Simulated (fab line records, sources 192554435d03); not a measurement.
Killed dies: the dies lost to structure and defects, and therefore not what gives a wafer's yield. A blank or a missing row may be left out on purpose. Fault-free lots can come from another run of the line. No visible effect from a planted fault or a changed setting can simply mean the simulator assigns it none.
Comparing a struck lot with a sound one	flow n5 finfet	14 out of 1938 route steps
Sound: the wafers L344.3, L344.4, L344.5. The struck wafers were L353.1, L353.2, L353.5. Last of all comes the cause.
For every step that has rows: the tool of each side, followed by ch and its chambers, followed by its first start. Under that, the readings that differ: sound wafers	struck wafers	difference of the means	sigmas: that difference in standard deviations of wafers without a fault.
alike: readings with means less than 2 such deviations apart, plus words and numbers identical on both sides. not compared: withheld readings, readings lacking a value on some wafer, bounds such as >300 that could conceal the same value, and numbers that have no deviation in the record and whose values overlap.
A row with sigmas, a row that says differs or no value, or rows on one side alone: a step with any of these is where the two part. Numbers that have no deviation but don't overlap get no sigmas and don't part them. A reading missing from all wafers of one side parts the sides only when that side holds two or more wafers.

first, 2 steps without rows for these wafers: N5_HKMG_FIN_WET_ETCH_18 (etches TiN in SC1, time 55 s, target depth 5.2 nm, rinse time 30 s); N5_HKMG_FIN_STRIP_19 (strips in N2/H2, time 360 s).
N5_HKMG_FIN_ALD_91: deposits TiN, target thk 1 nm, pulse time 1 s, purge time 3 s.
  sound on ald metal-03 ch 1,2,3, day 5 17:28; struck on ald metal-04 ch 2,3, day 8 02:50
  alike: heater power w, precursor pulse height rel
then, 2 steps without rows for these wafers: N5_HKMG_FIN_COAT_85 (time 60 s, resist thk 300 nm); N5_HKMG_FIN_ETCH_86 (etches SOC in N2/H2, stops on TiN, target depth 393.2 nm).
N5_HKMG_FIN_STRIP_89: strips SOC in N2/H2, time 20 s.
  sound on rie diel-06 ch 0,1,3, day 5 17:52; struck on rie diel-03 ch 0,1, day 8 03:23
  alike: drypump motor current A, oes product au, power w, rf vpp V, showerhead plenum p Torr, throttle valve pct
  not compared: rf hours counter h
then, 1 step without rows for these wafers: N5_HKMG_FIN_WET_ETCH_87 (etches TiN in SC1, time 154.2 s, target depth 4.7 nm, rinse time 30 s).
N5_HKMG_FIN_STRIP_88: strips in N2/H2, time 360 s.
  sound on plasma asher-02 ch 0,1, day 5 18:10; struck on plasma asher-01 ch 0,1, day 8 03:34
reading	sound	struck	difference	sigmas
drypump motor current A (A)	5.4 5.7 5.7	4.9 4.9 4.9	-0.7	-2
  alike: heater power w
  not compared: rf hours counter h
then, 1 step without rows for these wafers: N5_HKMG_FIN_NWFM_ALD_20 (deposits TiAlC, target thk 2 nm, pulse time 3 s, purge time 2 s).
N5_HKMG_FIN_ALD_71: deposits TiN, target thk 1 nm, pulse time 1 s, purge time 3 s.
  sound on ald metal-03 ch 0,2,3, day 5 18:32; struck on ald metal-03 ch 1,3, day 8 04:04
  alike: heater power w, precursor pulse height rel
then, 1 step without rows for these wafers: N5_HKMG_FIN_COAT_66 (time 60 s, resist thk 300 nm).
N5_HKMG_FIN_ETCH_67: etches SOC in N2/H2, stops on TiN, target depth 388.9 nm.
  sound on rie diel-03 ch 0,3, day 5 18:53; struck on rie diel-06 ch 2,3, day 8 04:24
  alike: drypump motor current A, oes product au, rf vpp V, showerhead plenum p Torr, throttle valve pct
  not compared: rf hours counter h
N5_HKMG_FIN_STRIP_90: strips SOC in N2/H2, time 20 s.
  sound on rie diel-03 ch 0,3, day 5 18:56; struck on rie diel-06 ch 2,3, day 8 04:28
reading	sound	struck	difference	sigmas
oes product au (a.u.)	0.76 0.76 0.87	0.70 0.61 0.61	-0.16	-2
power w (W)	499.9 500.9 500.5	370.1 370.4 371.6	-129.7	-86
  alike: drypump motor current A, rf vpp V, showerhead plenum p Torr, throttle valve pct
  not compared: rf hours counter h
then, 1 step without rows for these wafers: N5_HKMG_FIN_WET_ETCH_73 (etches the open film in SC1, time 42.3 s, target depth 1.3 nm, rinse time 30 s).

== WHERE THEY PART ==
First at N5_HKMG_FIN_STRIP_88; last, within this record, at N5_HKMG_FIN_STRIP_90.

WHY: what the simulator had put in
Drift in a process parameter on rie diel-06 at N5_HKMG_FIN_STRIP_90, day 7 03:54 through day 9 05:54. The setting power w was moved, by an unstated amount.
